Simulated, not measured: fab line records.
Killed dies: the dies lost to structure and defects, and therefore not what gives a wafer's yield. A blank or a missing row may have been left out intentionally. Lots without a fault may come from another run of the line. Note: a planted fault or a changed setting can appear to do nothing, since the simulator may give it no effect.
A struck lot beside a sound one | flow n5_finfet | 15 steps out of a route of 1938
Sound: these wafers, L979.1, L979.2, L979.5. Struck: wafer L989.5 (L989.3, L989.4, from the same lot, were not struck and are left out); the cause is given at the end.
Per side, at each step with rows, come the tool, then ch with its chambers, and then its first start. Under that, the readings that differ: sound wafers | struck wafers | difference of the means | sigmas: that difference in standard deviations of wafers without a fault.
alike: words and numbers the same on both sides, and readings whose means are apart by under 2 such deviations; not compared: readings that were withheld, readings missing a value for some wafer, numbers with overlapping values and no deviation given by the record, and bounds like >300 which may hide the same value.
A row with sigmas, a row that says differs or no value, or rows on one side alone: a step with any of these is where the two part. Non-overlapping numbers with no deviation appear without sigmas and do not part them. A reading missing from all wafers of one side parts the sides only when that side holds two or more wafers.

N5_BEOL_M11_STRIP_77: strips in N2/H2, time 10 s.
  sound on rie_diel-03 ch 0,2; struck on rie_diel-03 ch 1
  reading                     | sound          | struck | difference | sigmas
  drypump_motor_current_A (A) | 5.2 5.2 5.2    | 6.0    | +0.8       | +2
  rf_vpp_V (V)                | 59.4 58.1 58.8 | 61.0   | +2.2       | +3
  alike: h2_flow_sccm, oes_product_au, showerhead_plenum_p_Torr, throttle_valve_pct
  not compared: rf_hours_counter_h
N5_BEOL_M11_OCD_MEAS_38:
  struck on ocd-02, day 13 23:32; sound on ocd-01, day 10 20:20
  alike: trench_depth_nm
then, 4 steps without rows for these wafers: N5_BEOL_M11_HM_STRIP_39 (strips TiN in peroxide tin strip, target depth 25 nm, time 158 s); N5_BEOL_M11_SRD_40 (time 30 s); N5_BEOL_M11_PRECLEAN_42 (cleans in residue remover, time 60 s); N5_BEOL_M11_SRD_43 (time 30 s).
N5_BEOL_M11_CD_MEAS_35: the cd target is 70 nm.
  struck on cd_sem-03, day 13 23:41; sound on cd_sem-01, day 10 20:29
  alike: cd_nm
N5_BEOL_M11_CURE_72: cures SiCOH lowk, time 120 s.
  sound on uv_cure-01 ch 1, day 10 20:37; struck on uv_cure-02 ch 2, day 13 23:50
  alike: lamp_power_pct, wafer_temp_C_max
N5_BEOL_M11_DEGAS_44: time 60 s.
  struck on pvd_sputter-01, day 14 00:21; sound on pvd_sputter-01, day 10 21:16
  alike: heater_power_w
N5_BEOL_M11_PRE_CLEAN_45: time 30 s.
  struck on pvd_sputter-01, day 14 00:23; sound on pvd_sputter-01, day 10 21:19
  alike: heater_power_w
then, 1 step without rows for these wafers: N5_BEOL_M11_ALD_74 (deposits TaN, target thk 2 nm, pulse time 2 s, purge time 3 s).
N5_BEOL_M11_SURFACE_TREAT_76:
  struck on pvd_sputter-02, day 14 00:59; sound on pvd_sputter-03, day 10 21:56
  not compared: throttle_valve_pct
N5_BEOL_M11_CVD_75: deposits Co from CCTBA/H2, target thk 2 nm, time 138.9 s.
  sound on cvd_co-02 ch 0,1, day 10 21:59; struck on cvd_co-01 ch 2, day 14 01:28
  reading          | sound             | struck | difference | sigmas
  run_length_s (s) | 161.9 162.7 163.2 | 203.2  | +40.6      | +54
then, 1 step without rows for these wafers: N5_BEOL_M11_SPUTTER_48 (material Cu, target thk 12 nm, time 2 s).
N5_PASSIVATION_PROBE_49:
  only the struck wafers here have rows in the record (prober-02, day 15 15:35); the sound ones have none

== WHERE THEY PART ==
Earliest at N5_BEOL_M11_STRIP_77; latest, in this record, at N5_PASSIVATION_PROBE_49.

WHY: the cause the simulator had injected
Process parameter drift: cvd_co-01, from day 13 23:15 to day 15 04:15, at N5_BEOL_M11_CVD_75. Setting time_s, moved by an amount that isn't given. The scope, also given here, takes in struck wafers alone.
